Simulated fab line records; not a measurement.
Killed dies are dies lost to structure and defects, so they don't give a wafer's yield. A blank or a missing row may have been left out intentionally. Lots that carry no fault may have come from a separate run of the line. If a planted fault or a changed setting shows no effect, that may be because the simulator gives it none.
fab line records :: flow n5Finfet :: part 2 of 2: steps 21 to 29 of 29
record:
  lots: 5
  wafers: 15
  lastDay: 19
route steps=1938 shown BEOL_M8@1334
lots that met no fault: from a run of the same line without faults
startH: hours from the record's first day to the start of the lot's first wafer shown :: waitH: hours from the lot's prior step to this one :: " the same as in the row above :: L1.1+2: a row that stands for several wafers :: - value missing, or start not given :: * or withheld: withheld :: < > ~ a bound
route shown NAME@n: a module of which the file shows steps, and the number in the route of the first :: usual: mean/standard deviation taken from wafers without a fault :: same: alike in all rows :: chamber/n: place in a boat :: sites: the reading at each site :: _std_site: standard deviation of those values :: _edge_site: outer sites' mean less inner sites' :: radiusMm: for every site, how far away it sits from the centre of the wafer :: mask NAME#n: copy n :: behind: the last tool/chamber to shape the wafer :: hold: the reason the lot was held/the length of the hold in hours/how it ended :: device: the transistor (n, p or np) that didn't switch :: end of line: the same wafers' tests at the end of the route :: a step given without rows: its recipe and nothing more :: killed: dies that structure and defects cost at the first sort, which is not the same as the wafer's yield :: map: shows each die of a wafer: x if killed, . if not, _ if none is there
set.NAME: the setting as run; set.NAME@STEP: as run at that earlier step :: model.NAME: the simulator's own value behind a step, which no gauge read
certain route steps with their lots: each step a table, each wafer a row
services: when a tool's chamber went out of use (startH, in hours from the record's first day, below 0 if earlier), for how many hours, and the reason
== steps ==
step: N5_BEOL_M8_STRIP_19
recipe:
  chemistry: O2
  powerW: 400
  tempC: 40
  pressureMtorr: 30
  rfFrequencyHz: 6e+07
  biasPowerW: 0
  overashFraction: 0.2
  o2FlowSccm: 225
usual:
  drypumpMotorCurrentA: 5.9/0.48
  oesProductAu: 0.80/0.064
  rfVppV: 3.6/0.57
  showerheadPlenumPTorr: 2.06/0.067
  throttleValvePct: 16.61/0.19
lot.wafer: L081.3
tool: rieDiel-05
chamber: 3
startH: 303.64
waitH: 0.2
drypumpMotorCurrentA: 5.5
oesProductAu: 0.87
rfHoursCounterH: 39
rfVppV: 3.1
showerheadPlenumPTorr: 2.05
throttleValvePct: 16.31

lot.wafer: L081.4
tool: rieDiel-05
chamber: 2
startH: 303.64
waitH: 0.2
drypumpMotorCurrentA: 5.6
oesProductAu: 0.72
rfHoursCounterH: 226
rfVppV: 3.6
showerheadPlenumPTorr: 2.17
throttleValvePct: 16.92

lot.wafer: L081.5
tool: rieDiel-05
chamber: 0
startH: 303.64
waitH: 0.2
drypumpMotorCurrentA: 5.3
oesProductAu: 0.80
rfHoursCounterH: -
rfVppV: 3.3
showerheadPlenumPTorr: 2.10
throttleValvePct: 16.49

lot.wafer: L085.2
tool: rieDiel-05
chamber: 2
startH: 332.12
waitH: 0.2
drypumpMotorCurrentA: 5.6
oesProductAu: 0.72
rfHoursCounterH: 234
rfVppV: 3.6
showerheadPlenumPTorr: 2.17
throttleValvePct: 16.93

lot.wafer: L085.3
tool: rieDiel-05
chamber: 1
startH: 332.12
waitH: 0.2
drypumpMotorCurrentA: 6.2
oesProductAu: 0.88
rfHoursCounterH: 58
rfVppV: 3.4
showerheadPlenumPTorr: 2.04
throttleValvePct: 16.52

lot.wafer: L085.5
tool: rieDiel-05
chamber: 3
startH: 332.12
waitH: 0.2
drypumpMotorCurrentA: 5.6
oesProductAu: 0.84
rfHoursCounterH: -
rfVppV: 4.1
showerheadPlenumPTorr: 2.05
throttleValvePct: 16.32

lot.wafer: L086.1
tool: rieDiel-01
chamber: 0
startH: 334.39
waitH: 0.1
drypumpMotorCurrentA: 6.2
oesProductAu: 0.74
rfHoursCounterH: 193
rfVppV: 3.3
showerheadPlenumPTorr: 2.00
throttleValvePct: 16.89

lot.wafer: L086.3
tool: rieDiel-01
chamber: 1
startH: 334.39
waitH: 0.1
drypumpMotorCurrentA: 6.4
oesProductAu: 0.79
rfHoursCounterH: 101
rfVppV: 4.2
showerheadPlenumPTorr: 2.03
throttleValvePct: 16.38

lot.wafer: L086.6
tool: rieDiel-01
chamber: 0
startH: 334.39
waitH: 0.1
drypumpMotorCurrentA: 6.2
oesProductAu: 0.73
rfHoursCounterH: -
rfVppV: 3.8
showerheadPlenumPTorr: 2.00
throttleValvePct: 16.89

lot.wafer: L091.1
tool: rieDiel-05
chamber: 3
startH: 365.97
waitH: 0.2
drypumpMotorCurrentA: 5.6
oesProductAu: 0.84
rfHoursCounterH: 60
rfVppV: 3.7
showerheadPlenumPTorr: 2.04
throttleValvePct: 16.34

lot.wafer: L091.3
tool: rieDiel-05
chamber: 1
startH: 365.97
waitH: 0.2
drypumpMotorCurrentA: 6.2
oesProductAu: 0.86
rfHoursCounterH: 70
rfVppV: 3.7
showerheadPlenumPTorr: 2.03
throttleValvePct: 16.54

lot.wafer: L091.4
tool: rieDiel-05
chamber: 0
startH: 365.97
waitH: 0.2
drypumpMotorCurrentA: 5.4
oesProductAu: 0.79
rfHoursCounterH: 107
rfVppV: 4.5
showerheadPlenumPTorr: 2.09
throttleValvePct: 16.50

lot.wafer: L088.1
tool: rieDiel-05
chamber: 0
startH: 370.69
waitH: 0.2
drypumpMotorCurrentA: 5.3
oesProductAu: 0.78
rfHoursCounterH: 109
rfVppV: 3.6
showerheadPlenumPTorr: 2.09
throttleValvePct: 16.52

lot.wafer: L088.4
tool: rieDiel-05
chamber: 1
startH: 370.69
waitH: 0.2
drypumpMotorCurrentA: 6.2
oesProductAu: 0.85
rfHoursCounterH: 72
rfVppV: 3.1
showerheadPlenumPTorr: 2.03
throttleValvePct: 16.54

lot.wafer: L088.5
tool: rieDiel-05
chamber: 1
startH: 370.69
waitH: 0.2
drypumpMotorCurrentA: 6.2
oesProductAu: 0.86
rfHoursCounterH: -
rfVppV: 3.8
showerheadPlenumPTorr: 2.03
throttleValvePct: 16.55
step: N5_BEOL_M8_CD_MEAS_18
recipe:
  pitchNm: 80
  targetCdNm: 40
usual:
  cdNm: 40.1/0.56
lot.wafer: L081.3
tool: cdSem-01
chamber: -
startH: 303.71
waitH: 0.1
cdNm: 40.0

lot.wafer: L081.4
tool: cdSem-01
chamber: -
startH: 303.71
waitH: 0.1
cdNm: 40.4

lot.wafer: L081.5
tool: cdSem-01
chamber: -
startH: 303.71
waitH: 0.1
cdNm: 40.8

lot.wafer: L085.2
tool: cdSem-03
chamber: -
startH: 332.19
waitH: 0.1
cdNm: 40.3

lot.wafer: L085.3
tool: cdSem-03
chamber: -
startH: 332.19
waitH: 0.1
cdNm: 40.5

lot.wafer: L085.5
tool: cdSem-03
chamber: -
startH: 332.19
waitH: 0.1
cdNm: 40.1

lot.wafer: L086.1
tool: cdSem-02
chamber: -
startH: 334.46
waitH: 0.0
cdNm: 40.5

lot.wafer: L086.3
tool: cdSem-02
chamber: -
startH: 334.46
waitH: 0.0
cdNm: 39.7

lot.wafer: L086.6
tool: cdSem-02
chamber: -
startH: 334.46
waitH: 0.0
cdNm: 39.9

lot.wafer: L091.1
tool: cdSem-02
chamber: -
startH: 366.04
waitH: 0.0
cdNm: 39.6

lot.wafer: L091.3
tool: cdSem-02
chamber: -
startH: 366.04
waitH: 0.0
cdNm: 40.1

lot.wafer: L091.4
tool: cdSem-02
chamber: -
startH: 366.04
waitH: 0.0
cdNm: 39.2

lot.wafer: L088.1
tool: cdSem-02
chamber: -
startH: 370.76
waitH: 0.0
cdNm: 41.1

lot.wafer: L088.4
tool: cdSem-02
chamber: -
startH: 370.76
waitH: 0.0
cdNm: 40.5

lot.wafer: L088.5
tool: cdSem-02
chamber: -
startH: 370.76
waitH: 0.0
cdNm: 40.1
step: N5_BEOL_M8_COAT_63
recipe:
  resist: SOC
  tempC: 250
  timeS: 60
  spinRpm: 1500
  resistThkNm: 60
usual:
  chillPlateTempC: 23.00/0.11
  heaterPowerTotalW: 500.4/1.7
lot.wafer: L081.3
tool: lithoTrack-04
chamber: 0
startH: 305.04
waitH: 1.3
chillPlateTempC: 22.80
heaterPowerTotalW: 501.9

lot.wafer: L081.4
tool: lithoTrack-04
chamber: 0
startH: 305.04
waitH: 1.3
chillPlateTempC: 22.96
heaterPowerTotalW: 502.2

lot.wafer: L081.5
tool: lithoTrack-04
chamber: 0
startH: 305.04
waitH: 1.3
chillPlateTempC: 23.04
heaterPowerTotalW: 501.7

lot.wafer: L085.2
tool: lithoTrack-04
chamber: 0
startH: 332.22
waitH: 0.0
chillPlateTempC: 22.74
heaterPowerTotalW: 500.5

lot.wafer: L085.3
tool: lithoTrack-04
chamber: 0
startH: 332.22
waitH: 0.0
chillPlateTempC: 22.84
heaterPowerTotalW: 499.6

lot.wafer: L085.5
tool: lithoTrack-04
chamber: 0
startH: 332.22
waitH: 0.0
chillPlateTempC: 22.83
heaterPowerTotalW: 501.9

lot.wafer: L086.1
tool: lithoTrack-03
chamber: 0
startH: 334.50
waitH: 0.0
chillPlateTempC: 22.87
heaterPowerTotalW: 501.9

lot.wafer: L086.3
tool: lithoTrack-03
chamber: 0
startH: 334.50
waitH: 0.0
chillPlateTempC: 22.99
heaterPowerTotalW: 500.3

lot.wafer: L086.6
tool: lithoTrack-03
chamber: 0
startH: 334.50
waitH: 0.0
chillPlateTempC: 22.95
heaterPowerTotalW: 500.1

lot.wafer: L091.1
tool: lithoTrack-04
chamber: 0
startH: 366.23
waitH: 0.2
chillPlateTempC: 23.19
heaterPowerTotalW: 498.8

lot.wafer: L091.3
tool: lithoTrack-04
chamber: 0
startH: 366.23
waitH: 0.2
chillPlateTempC: 23.15
heaterPowerTotalW: 499.6

lot.wafer: L091.4
tool: lithoTrack-04
chamber: 0
startH: 366.23
waitH: 0.2
chillPlateTempC: 23.09
heaterPowerTotalW: 501.1

lot.wafer: L088.1
tool: lithoTrack-02
chamber: 0
startH: 373.72
waitH: 3.0
chillPlateTempC: 22.78
heaterPowerTotalW: 497.6

lot.wafer: L088.4
tool: lithoTrack-02
chamber: 0
startH: 373.72
waitH: 3.0
chillPlateTempC: 22.83
heaterPowerTotalW: 500.3

lot.wafer: L088.5
tool: lithoTrack-02
chamber: 0
startH: 373.72
waitH: 3.0
chillPlateTempC: 22.99
heaterPowerTotalW: 500.3
step: N5_BEOL_M8_COAT_64
recipe:
  resist: SiARC
  tempC: 220
  timeS: 60
  spinRpm: 1500
  resistThkNm: 12
usual:
  chillPlateTempC: 22.99/0.11
  heaterPowerTotalW: 427.4/2.1
lot.wafer: L081.3
tool: lithoTrack-04
chamber: 0
startH: -
waitH: -
chillPlateTempC: 22.85
heaterPowerTotalW: 427.2

lot.wafer: L081.4
tool: lithoTrack-04
chamber: 0
startH: -
waitH: -
chillPlateTempC: 22.90
heaterPowerTotalW: 424.8

lot.wafer: L081.5
tool: lithoTrack-04
chamber: 0
startH: -
waitH: -
chillPlateTempC: 22.95
heaterPowerTotalW: 428.3

lot.wafer: L085.2
tool: lithoTrack-04
chamber: 0
startH: -
waitH: -
chillPlateTempC: 23.00
heaterPowerTotalW: 424.2

lot.wafer: L085.3
tool: lithoTrack-04
chamber: 0
startH: -
waitH: -
chillPlateTempC: 22.99
heaterPowerTotalW: 424.2

lot.wafer: L085.5
tool: lithoTrack-04
chamber: 0
startH: -
waitH: -
chillPlateTempC: 23.04
heaterPowerTotalW: 428.8

lot.wafer: L086.1
tool: lithoTrack-03
chamber: 0
startH: -
waitH: -
chillPlateTempC: 22.92
heaterPowerTotalW: 426.8

lot.wafer: L086.3
tool: lithoTrack-03
chamber: 0
startH: -
waitH: -
chillPlateTempC: 22.88
heaterPowerTotalW: 431.0

lot.wafer: L086.6
tool: lithoTrack-03
chamber: 0
startH: -
waitH: -
chillPlateTempC: 23.02
heaterPowerTotalW: 426.8

lot.wafer: L091.1
tool: lithoTrack-04
chamber: 0
startH: -
waitH: -
chillPlateTempC: 22.80
heaterPowerTotalW: 424.7

lot.wafer: L091.3
tool: lithoTrack-04
chamber: 0
startH: -
waitH: -
chillPlateTempC: 23.00
heaterPowerTotalW: 430.0

lot.wafer: L091.4
tool: lithoTrack-04
chamber: 0
startH: -
waitH: -
chillPlateTempC: 23.07
heaterPowerTotalW: 429.7

lot.wafer: L088.1
tool: lithoTrack-02
chamber: 0
startH: -
waitH: -
chillPlateTempC: 23.04
heaterPowerTotalW: 424.8

lot.wafer: L088.4
tool: lithoTrack-02
chamber: 0
startH: -
waitH: -
chillPlateTempC: 23.04
heaterPowerTotalW: 429.4

lot.wafer: L088.5
tool: lithoTrack-02
chamber: 0
startH: -
waitH: -
chillPlateTempC: 22.98
heaterPowerTotalW: 427.3
step: N5_BEOL_M8_COAT_71
recipe:
  resist: underlayer
  tempC: 205
  timeS: 60
  spinRpm: 1500
  resistThkNm: 5
usual:
  chillPlateTempC: 22.98/0.11
  heaterPowerTotalW: 391.7/1.3
lot.wafer: L081.3
tool: lithoTrack-04
chamber: 0
startH: -
waitH: -
chillPlateTempC: 23.04
heaterPowerTotalW: 390.0

lot.wafer: L081.4
tool: lithoTrack-04
chamber: 0
startH: -
waitH: -
chillPlateTempC: 23.01
heaterPowerTotalW: 392.7

lot.wafer: L081.5
tool: lithoTrack-04
chamber: 0
startH: -
waitH: -
chillPlateTempC: 23.10
heaterPowerTotalW: 392.9

lot.wafer: L085.2
tool: lithoTrack-04
chamber: 0
startH: -
waitH: -
chillPlateTempC: 23.22
heaterPowerTotalW: 393.8

lot.wafer: L085.3
tool: lithoTrack-04
chamber: 0
startH: -
waitH: -
chillPlateTempC: 23.17
heaterPowerTotalW: 391.0

lot.wafer: L085.5
tool: lithoTrack-04
chamber: 0
startH: -
waitH: -
chillPlateTempC: 23.07
heaterPowerTotalW: 393.5

lot.wafer: L086.1
tool: lithoTrack-03
chamber: 0
startH: -
waitH: -
chillPlateTempC: 23.14
heaterPowerTotalW: 393.6

lot.wafer: L086.3
tool: lithoTrack-03
chamber: 0
startH: -
waitH: -
chillPlateTempC: 22.81
heaterPowerTotalW: 391.1

lot.wafer: L086.6
tool: lithoTrack-03
chamber: 0
startH: -
waitH: -
chillPlateTempC: 23.02
heaterPowerTotalW: 393.0

lot.wafer: L091.1
tool: lithoTrack-04
chamber: 0
startH: -
waitH: -
chillPlateTempC: 22.95
heaterPowerTotalW: 392.7

lot.wafer: L091.3
tool: lithoTrack-04
chamber: 0
startH: -
waitH: -
chillPlateTempC: 23.03
heaterPowerTotalW: 390.7

lot.wafer: L091.4
tool: lithoTrack-04
chamber: 0
startH: -
waitH: -
chillPlateTempC: 22.95
heaterPowerTotalW: 392.5

lot.wafer: L088.1
tool: lithoTrack-02
chamber: 0
startH: -
waitH: -
chillPlateTempC: 22.84
heaterPowerTotalW: 390.3

lot.wafer: L088.4
tool: lithoTrack-02
chamber: 0
startH: -
waitH: -
chillPlateTempC: 22.88
heaterPowerTotalW: 393.3

lot.wafer: L088.5
tool: lithoTrack-02
chamber: 0
startH: -
waitH: -
chillPlateTempC: 22.92
heaterPowerTotalW: 392.4
step: N5_BEOL_M8_COAT_22
recipe:
  resist: CAR-EUV
  spinRpm: 1500
  resistThkNm: 30
usual:
  chillPlateTempC: 22.98/0.11
lot.wafer: L081.3
tool: lithoTrack-04
chamber: 0
startH: -
waitH: -
chillPlateTempC: 23.05

lot.wafer: L081.4
tool: lithoTrack-04
chamber: 0
startH: -
waitH: -
chillPlateTempC: 23.06

lot.wafer: L081.5
tool: lithoTrack-04
chamber: 0
startH: -
waitH: -
chillPlateTempC: 22.95

lot.wafer: L085.2
tool: lithoTrack-04
chamber: 0
startH: -
waitH: -
chillPlateTempC: 22.99

lot.wafer: L085.3
tool: lithoTrack-04
chamber: 0
startH: -
waitH: -
chillPlateTempC: 22.88

lot.wafer: L085.5
tool: lithoTrack-04
chamber: 0
startH: -
waitH: -
chillPlateTempC: 22.99

lot.wafer: L086.1
tool: lithoTrack-03
chamber: 0
startH: -
waitH: -
chillPlateTempC: 23.00

lot.wafer: L086.3
tool: lithoTrack-03
chamber: 0
startH: -
waitH: -
chillPlateTempC: 22.99

lot.wafer: L086.6
tool: lithoTrack-03
chamber: 0
startH: -
waitH: -
chillPlateTempC: 23.08

lot.wafer: L091.1
tool: lithoTrack-04
chamber: 0
startH: -
waitH: -
chillPlateTempC: 23.04

lot.wafer: L091.3
tool: lithoTrack-04
chamber: 0
startH: -
waitH: -
chillPlateTempC: 22.95

lot.wafer: L091.4
tool: lithoTrack-04
chamber: 0
startH: -
waitH: -
chillPlateTempC: 23.06

lot.wafer: L088.1
tool: lithoTrack-02
chamber: 0
startH: -
waitH: -
chillPlateTempC: 23.02

lot.wafer: L088.4
tool: lithoTrack-02
chamber: 0
startH: -
waitH: -
chillPlateTempC: 22.85

lot.wafer: L088.5
tool: lithoTrack-02
chamber: 0
startH: -
waitH: -
chillPlateTempC: 22.90
step: N5_BEOL_M8_EBR_24
recipe:
  solvent: PGMEA
  ebrWidthMm: 1.5
usual:
  chillPlateTempC: 22.98/0.12
lot.wafer: L081.3
tool: lithoTrack-04
chamber: 0
startH: -
waitH: -
chillPlateTempC: 22.80

lot.wafer: L081.4
tool: lithoTrack-04
chamber: 0
startH: -
waitH: -
chillPlateTempC: 22.86

lot.wafer: L081.5
tool: lithoTrack-04
chamber: 0
startH: -
waitH: -
chillPlateTempC: 23.02

lot.wafer: L085.2
tool: lithoTrack-04
chamber: 0
startH: -
waitH: -
chillPlateTempC: 22.80

lot.wafer: L085.3
tool: lithoTrack-04
chamber: 0
startH: -
waitH: -
chillPlateTempC: 22.90

lot.wafer: L085.5
tool: lithoTrack-04
chamber: 0
startH: -
waitH: -
chillPlateTempC: 22.99

lot.wafer: L086.1
tool: lithoTrack-03
chamber: 0
startH: -
waitH: -
chillPlateTempC: 22.87

lot.wafer: L086.3
tool: lithoTrack-03
chamber: 0
startH: -
waitH: -
chillPlateTempC: 23.09

lot.wafer: L086.6
tool: lithoTrack-03
chamber: 0
startH: -
waitH: -
chillPlateTempC: 22.98

lot.wafer: L091.1
tool: lithoTrack-04
chamber: 0
startH: -
waitH: -
chillPlateTempC: 23.04

lot.wafer: L091.3
tool: lithoTrack-04
chamber: 0
startH: -
waitH: -
chillPlateTempC: 23.06

lot.wafer: L091.4
tool: lithoTrack-04
chamber: 0
startH: -
waitH: -
chillPlateTempC: 23.05

lot.wafer: L088.1
tool: lithoTrack-02
chamber: 0
startH: -
waitH: -
chillPlateTempC: 22.94

lot.wafer: L088.4
tool: lithoTrack-02
chamber: 0
startH: -
waitH: -
chillPlateTempC: 22.99

lot.wafer: L088.5
tool: lithoTrack-02
chamber: 0
startH: -
waitH: -
chillPlateTempC: 22.93
step: N5_BEOL_M8_SOFTBAKE_23
recipe:
  tempC: 110
  timeS: 60
  resist: CAR-EUV
usual:
  chillPlateTempC: 22.99/0.11
  heaterPowerTotalW: 175.3/1.7
lot.wafer: L081.3
tool: lithoTrack-04
chamber: 0
startH: -
waitH: -
chillPlateTempC: 23.04
heaterPowerTotalW: 177.2

lot.wafer: L081.4
tool: lithoTrack-04
chamber: 0
startH: -
waitH: -
chillPlateTempC: 23.08
heaterPowerTotalW: 175.6

lot.wafer: L081.5
tool: lithoTrack-04
chamber: 0
startH: -
waitH: -
chillPlateTempC: 23.01
heaterPowerTotalW: 176.7

lot.wafer: L085.2
tool: lithoTrack-04
chamber: 0
startH: -
waitH: -
chillPlateTempC: 23.12
heaterPowerTotalW: 176.6

lot.wafer: L085.3
tool: lithoTrack-04
chamber: 0
startH: -
waitH: -
chillPlateTempC: 22.90
heaterPowerTotalW: 173.7

lot.wafer: L085.5
tool: lithoTrack-04
chamber: 0
startH: -
waitH: -
chillPlateTempC: 22.87
heaterPowerTotalW: 176.3

lot.wafer: L086.1
tool: lithoTrack-03
chamber: 0
startH: -
waitH: -
chillPlateTempC: 22.94
heaterPowerTotalW: 177.3

lot.wafer: L086.3
tool: lithoTrack-03
chamber: 0
startH: -
waitH: -
chillPlateTempC: 23.02
heaterPowerTotalW: 177.6

lot.wafer: L086.6
tool: lithoTrack-03
chamber: 0
startH: -
waitH: -
chillPlateTempC: 22.99
heaterPowerTotalW: 175.9

lot.wafer: L091.1
tool: lithoTrack-04
chamber: 0
startH: -
waitH: -
chillPlateTempC: 22.97
heaterPowerTotalW: 174.2

lot.wafer: L091.3
tool: lithoTrack-04
chamber: 0
startH: -
waitH: -
chillPlateTempC: 22.99
heaterPowerTotalW: 174.4

lot.wafer: L091.4
tool: lithoTrack-04
chamber: 0
startH: -
waitH: -
chillPlateTempC: 22.94
heaterPowerTotalW: 175.2

lot.wafer: L088.1
tool: lithoTrack-02
chamber: 0
startH: -
waitH: -
chillPlateTempC: 22.91
heaterPowerTotalW: 172.9

lot.wafer: L088.4
tool: lithoTrack-02
chamber: 0
startH: -
waitH: -
chillPlateTempC: 22.90
heaterPowerTotalW: 175.5

lot.wafer: L088.5
tool: lithoTrack-02
chamber: 0
startH: -
waitH: -
chillPlateTempC: 23.04
heaterPowerTotalW: 173.0
step: N5_BEOL_M8_EXPOSE_25
recipe:
  maskId: V7
  na: 0.33
  sourceShape: annular
  sigmaInner: 0.4
  sigmaOuter: 0.8
  polarization: unpolarized
  targetCdNm: 40
  doseMj: 42.5
lot.wafer: L081.3+4+5
tool: euvScanner-02
chamber: 0
startH: 305.32
waitH: -
mask: V7#0

lot.wafer: L085.2+3+5
tool: euvScanner-01
chamber: 0
startH: 332.45
waitH: -
mask: V7#0

lot.wafer: L086.1+3+6
tool: euvScanner-02
chamber: 0
startH: 334.76
waitH: -
mask: V7#0

lot.wafer: L091.1+3+4
tool: euvScanner-02
chamber: 0
startH: 366.36
waitH: -
mask: V7#0

lot.wafer: L088.1+4+5
tool: euvScanner-02
chamber: 0
startH: 373.86
waitH: -
mask: V7#0
== services ==
tool: pecvd-03
chamber: -
startH: 286.12
hours: 14.6
kind: pm

tool: arfiScanner-03
chamber: -
startH: 298.27
hours: 6.7
kind: repair

tool: pecvd-02
chamber: -
startH: 298.59
hours: 3.4
kind: repair

tool: euvScanner-01
chamber: -
startH: 303.02
hours: 1.0
kind: pm

tool: arfiScanner-02
chamber: -
startH: 309.42
hours: 4.9
kind: pm

tool: rieMetal-03
chamber: 1
startH: 315.00
hours: 14.0
kind: repair

tool: arfiScanner-01
chamber: -
startH: 315.07
hours: 1.3
kind: pm

tool: arfiScanner-02
chamber: -
startH: 318.15
hours: 0.8
kind: pm

tool: euvScanner-02
chamber: -
startH: 322.62
hours: 1.0
kind: pm

tool: rieDiel-03
chamber: -
startH: 322.81
hours: 14.6
kind: pm

tool: arfiScanner-01
chamber: -
startH: 325.44
hours: 0.8
kind: pm

tool: arfiScanner-03
chamber: -
startH: 326.75
hours: 16.0
kind: pm

tool: pecvd-02
chamber: -
startH: 326.95
hours: 0.6
kind: repair

tool: arfiScanner-02
chamber: -
startH: 331.55
hours: 5.4
kind: repair

tool: pecvd-02
chamber: -
startH: 335.57
hours: 2.8
kind: pm

tool: euvScanner-01
chamber: -
startH: 335.87
hours: 0.5
kind: repair

tool: rieDiel-01
chamber: 1
startH: 341.15
hours: 22.0
kind: repair

tool: rieMetal-02
chamber: 0
startH: 341.95
hours: 3.6
kind: repair

tool: arfiScanner-03
chamber: -
startH: 342.75
hours: 1.0
kind: pm

tool: rieDiel-05
chamber: 2
startH: 349.12
hours: 1.4
kind: repair

tool: euvScanner-01
chamber: -
startH: 359.17
hours: 1.0
kind: pm

tool: arfiScanner-02
chamber: -
startH: 359.77
hours: 3.9
kind: pm

tool: arfiScanner-01
chamber: -
startH: 362.25
hours: 0.8
kind: repair

tool: euvScanner-02
chamber: -
startH: 367.31
hours: 4.6
kind: pm
